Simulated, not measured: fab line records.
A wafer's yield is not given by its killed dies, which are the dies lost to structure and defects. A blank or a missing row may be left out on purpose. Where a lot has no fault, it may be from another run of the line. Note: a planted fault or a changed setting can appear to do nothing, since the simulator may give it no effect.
fab line records	flow n5_finfet	part 2 of 2: steps 23 to 30 of 30
[record] lots = 5	wafers = 15	last_day = 15
route steps=1938 shown BEOL_M7@1303 BEOL_M8@1332
lots that met no fault: from a run of the same line without faults
start_h: hours from the record's first day to the start of the lot's first wafer shown	wait_h: hours since the lot's step before	" repeats the value in the row above	L1.1+2: one row covering several wafers at once	- no value present, or no start provided	* or withheld: withheld	< > ~ a bound
route shown NAME@n: names a module that has steps shown in the file, with the first one's number in the route	usual: mean/standard deviation taken from wafers without a fault	same: alike in all rows	chamber/n: place in a boat	sites: each site's reading	_std_site: how widely they spread, as a standard deviation	_edge_site: outer sites' mean less inner sites'	radius_mm: for every site, how far away it sits from the centre of the wafer	mask NAME#n: copy n	behind: tool/chamber where the wafer was last shaped	hold: why the lot was held/for how many hours/how that ended	device: the transistor (n, p or np) that didn't switch	end of line: the route-end tests of the same wafers	a step without rows: its recipe alone	killed: at the first sort, the dies lost to defects and structure; wafer yield is something else	map: dies across one wafer; x = killed, . = not, _ = none there
set.NAME: the setting that was run; set.NAME@STEP: the one run at that earlier step	model.NAME: the simulator's own value behind a step, which no gauge read
lots at selected steps of the route; one table per step, one row per wafer
services: from which hour (start_h, from the record's first day; less than 0 if before it) a tool's chamber was out of use, for how many hours, and why
[[steps]]
[step N5_BEOL_M7_ANNEAL_51]
[recipe] temp_c = 225	time_s = 90	ambient = N2
[usual] anneal_temp_c = 225.01/0.16	wafer_temp_C_max = 226.2/0.45
[same] time_s = 90
lot.wafer	tool	chamber	start_h	wait_h	anneal_temp_c	wafer_temp_C_max
L075.2	rtp_anneal-01	0	218.42	0.1	224.97	225.9
L075.3	"	0	"	"	224.89	226.2
L075.5	"	0	"	"	224.92	225.9
L076.1	rtp_anneal-01	0	225.21	0.2	224.72	226.1
L076.3	"	0	"	"	224.78	226.3
L076.4	"	0	"	"	224.79	225.8
L080.1	rtp_anneal-01	0	249.14	0.1	225.33	225.9
L080.2	"	0	"	"	225.00	225.7
L080.6	"	0	"	"	224.99	225.7
L083.1	rtp_anneal-02	0	264.48	0.6	225.08	226.2
L083.5	"	0	"	"	224.97	226.9
L083.6	"	0	"	"	225.22	226.4
L089.2	rtp_anneal-01	0	297.54	0.3	224.77	226.1
L089.3	"	0	"	"	224.98	225.7
L089.5	"	0	"	"	224.84	225.8
[step N5_BEOL_M7_CMP_52]
[recipe] stop_on = SiCOH_lowk	t_overpolish_s = 6.9	down_force_psi = 1	platen_rpm = 50	clearing_platen_down_force_psi = 1.5	clearing_platen_rpm = 50	post_cmp_clean = cu_alkaline	target_thk_nm = 80	clearing_platen_pad_velocity_m_s = 0.99484	pad_velocity_m_s = 0.99484
[usual] barrier_field_endpoint_s = 28.5/0.96	motor_current_A = 6.2/0.67	overpolish_run_s = 6.901/0.0097	pad_life_wafers = 725/510	slurry_filter_dp_kPa = 13.52/0.14	slurry_flow_ml_min = 149.9/0.43	time_to_endpoint_s = 61/4.7
lot.wafer	tool	chamber	start_h	wait_h	barrier_field_endpoint_s	motor_current_A	overpolish_run_s	pad_life_wafers	slurry_filter_dp_kPa	slurry_flow_ml_min	time_to_endpoint_s
L075.3	cmp-03	2	218.75	0.2	29.0	6.3	6.905	422	13.40	150.0	60
L075.2	"	3	"	"	28.1	6.1	6.909	423	13.60	150.6	57
L075.5	"	1	"	"	28.0	7.4	6.907	-	13.57	149.8	57
L076.4	cmp-03	0	225.55	0.2	28.3	5.4	6.904	499	13.53	149.8	61
L076.3	"	1	"	"	28.8	7.6	6.892	500	13.48	150.8	63
L076.1	"	2	"	"	27.6	6.3	6.900	501	13.65	150.6	61
L080.2	cmp-04	1	249.44	0.2	28.1	7.1	6.889	180	13.62	149.4	59
L080.1	"	2	"	"	27.0	5.2	6.881	181	13.56	150.2	56
L080.6	"	1	"	"	28.3	6.8	6.904	-	13.50	150.3	60
L083.1	cmp-02	1	264.85	0.3	26.0	6.4	6.902	38	13.47	150.2	55
L083.6	"	3	"	"	28.3	5.3	6.896	-	13.55	149.6	61
L083.5	"	0	"	"	27.5	6.9	6.901	-	13.46	149.2	58
L089.3	cmp-04	3	297.83	0.2	28.4	6.2	6.902	601	13.12	150.4	60
L089.2	"	0	"	"	30.3	5.9	6.906	602	13.46	150.1	72
L089.5	"	3	"	"	28.8	6.0	6.906	-	13.67	150.1	59
[step N5_BEOL_M7_THK_MEAS_53]
[recipe] thk_meas_gauge = xrf	reads = Cu_of_BEOL_M7_ECD_50
[usual] M7_THK = 79.3/2.8
lot.wafer	tool	chamber	start_h	wait_h	M7_THK[nm]
L075.2	film_metro-02	-	218.97	-	79.0
L075.3	"	-	"	"	77.5
L075.5	"	-	"	"	75.7
L076.1	film_metro-02	-	225.81	-	84.4
L076.3	"	-	"	"	76.4
L076.4	"	-	"	"	78.4
L080.1	film_metro-01	-	249.74	-	76.5
L080.2	"	-	"	"	75.8
L080.6	"	-	"	"	80.7
L083.1	film_metro-02	-	265.07	-	77.9
L083.5	"	-	"	"	81.7
L083.6	"	-	"	"	79.8
L089.2	film_metro-01	-	298.08	-	84.3
L089.3	"	-	"	"	77.7
L089.5	"	-	"	"	77.5
[step N5_BEOL_M7_PRE_CLEAN_55]
[recipe] gas = NH3	time_s = 15	temp_c = withheld	rf_power_w = 300
[same] time_s = 15
lot.wafer	tool	chamber	start_h	wait_h
L075.2+3+5	pecvd-02	0,0,1	219.01	0.0
L076.1+3+4	pecvd-02	1,0,1	225.85	0.0
L080.1+2+6	pecvd-04	0,2,2	249.77	0.0
L083.1+5+6	pecvd-04	1,1,2	265.11	0.0
L089.2+3+5	pecvd-04	0,1,2	298.12	0.0
[step N5_BEOL_M7_DEP_56]
[recipe] material = SiCN	target_thk_a = 100	temp_c = withheld	precursor = 3MS/NH3	pressure_torr = 3	rf_w = 202	time_s = 17.5
[usual] showerhead_plenum_p_Torr = 3.654/0.0083	throttle_valve_pct = 8.6/0.48
[same] time_s = 17.5
lot.wafer	tool	chamber	start_h	wait_h	showerhead_plenum_p_Torr	throttle_valve_pct
L075.2	pecvd-02	0	219.04	0.0	3.650	8.4
L075.3	"	0	"	"	3.658	8.3
L075.5	"	1	"	"	3.658	8.6
L076.1	pecvd-02	1	225.88	0.0	3.663	8.6
L076.3	"	0	"	"	3.649	8.2
L076.4	"	1	"	"	3.657	8.5
L080.1	pecvd-04	0	249.80	0.0	3.671	8.9
L080.2	"	2	"	"	3.646	8.7
L080.6	"	2	"	"	3.650	9.1
L083.1	pecvd-04	1	265.14	0.0	3.652	8.8
L083.5	"	1	"	"	3.649	9.0
L083.6	"	2	"	"	3.647	8.9
L089.2	pecvd-04	0	298.14	0.0	3.660	8.9
L089.3	"	1	"	"	3.636	8.8
L089.5	"	2	"	"	3.648	8.9
[step N5_BEOL_M7_RS_MEAS_57]
[recipe] thk_meas_gauge = four-point-probe	reads = Cu_of_BEOL_M7_ECD_50+Co_of_BEOL_M7_CVD_78+TaN_of_BEOL_M7_ALD_77
[usual] M7_RS = 0.290/0.012
lot.wafer	tool	chamber	start_h	wait_h	M7_RS[ohm/sq]
L075.2	film_metro-01	-	219.13	0.1	0.292
L075.3	"	-	"	"	0.299
L075.5	"	-	"	"	0.309
L076.1	film_metro-02	-	225.97	0.1	0.271
L076.3	"	-	"	"	0.302
L076.4	"	-	"	"	0.295
L080.1	film_metro-01	-	249.87	0.1	0.301
L080.2	"	-	"	"	0.304
L080.6	"	-	"	"	0.282
L083.1	film_metro-02	-	265.23	0.1	0.297
L083.5	"	-	"	"	0.282
L083.6	"	-	"	"	0.288
L089.2	film_metro-01	-	298.21	0.1	0.271
L089.3	"	-	"	"	0.296
L089.5	"	-	"	"	0.298
[step N5_BEOL_M7_INSPECT_58]
[recipe] inspect_instrument = darkfield	mode = post_dep
[usual] raw_defect_count = 69/20
lot.wafer	tool	chamber	start_h	wait_h	raw_defect_count
L075.2	defect_inspect-02	-	219.16	0.0	64
L075.3	"	-	"	"	42
L075.5	"	-	"	"	99
L076.1	defect_inspect-02	-	226.00	0.0	52
L076.3	"	-	"	"	33
L076.4	"	-	"	"	44
L080.1	defect_inspect-02	-	249.89	0.0	61
L080.2	"	-	"	"	53
L080.6	"	-	"	"	79
L083.1	defect_inspect-02	-	265.26	0.0	66
L083.5	"	-	"	"	67
L083.6	"	-	"	"	47
L089.2	defect_inspect-01	-	298.24	0.0	86
L089.3	"	-	"	"	49
L089.5	"	-	"	"	53
[step N5_BEOL_M8_ILD_DEP_00]
[recipe] material = SiCOH_lowk	target_thk_a = 1797.5	temp_c = 300	precursor = DEMS/porogen	pressure_torr = 5	rf_w = 500	time_s = 33.4
[usual] heater_power_w = 299/50	showerhead_plenum_p_Torr = 5.734/0.012	susceptor_temp_C = 300.00/0.19	throttle_valve_pct = 13.4/0.92
[same] time_s = 33.4
lot.wafer	tool	chamber	start_h	wait_h	heater_power_w	showerhead_plenum_p_Torr	susceptor_temp_C	throttle_valve_pct
L075.2	pecvd-03	2	219.19	0.0	313	5.735	299.92	12.4
L075.3	"	0	"	"	311	5.737	300.07	13.7
L075.5	"	0	"	"	313	5.738	300.08	13.5
L076.1	pecvd-03	2	226.03	0.0	312	5.730	300.09	12.4
L076.3	"	0	"	"	317	5.759	299.96	13.5
L076.4	"	0	"	"	318	5.739	300.03	13.8
L080.1	pecvd-03	0	249.93	0.0	330	5.742	299.87	13.8
L080.2	"	1	"	"	279	5.735	299.87	14.5
L080.6	"	2	"	"	269	5.733	299.95	12.3
L083.1	pecvd-01	1	265.29	0.0	396	5.746	300.32	14.3
L083.5	"	0	"	"	221	5.742	300.12	13.1
L083.6	"	1	"	"	407	5.730	300.36	14.5
L089.2	pecvd-03	0	298.28	0.0	288	5.741	300.16	13.9
L089.3	"	2	"	"	272	5.729	300.00	12.5
L089.5	"	0	"	"	298	5.745	300.12	14.1
[[services]]
tool	chamber	start_h	hours	kind
rie_diel-01	1	197.73	6.1	repair
uv_cure-02	-	198.49	0.7	repair
cmp-03	-	209.40	4.8	pm
rie_diel-01	1	210.44	1.8	repair
uv_cure-01	-	211.36	3.4	pm
rie_diel-02	-	212.13	28.1	pm
cmp-04	-	214.94	4.2	pm
pvd_sputter-03	-	216.20	4.0	repair
ald_metal-02	1	222.16	4.1	repair
wet_bench-02	-	222.71	3.5	repair
cmp-04	-	223.44	4.0	pm
uv_cure-03	-	245.83	0.7	repair
cmp-04	-	261.59	0.5	repair
uv_cure-03	-	266.58	0.9	repair
pecvd-04	-	270.79	3.2	repair
ecd_cu-01	-	275.98	0.8	repair
ecd_cu-01	-	278.70	2.6	repair
cmp-04	-	281.53	0.5	repair
pecvd-03	1	281.86	19.3	repair
rie_diel-02	1	285.26	2.9	repair
ecd_cu-02	-	285.38	2.5	repair
ecd_cu-01	-	287.06	1.2	repair
ald_metal-02	0	293.00	16.3	repair
cmp-03	-	296.81	5.0	repair
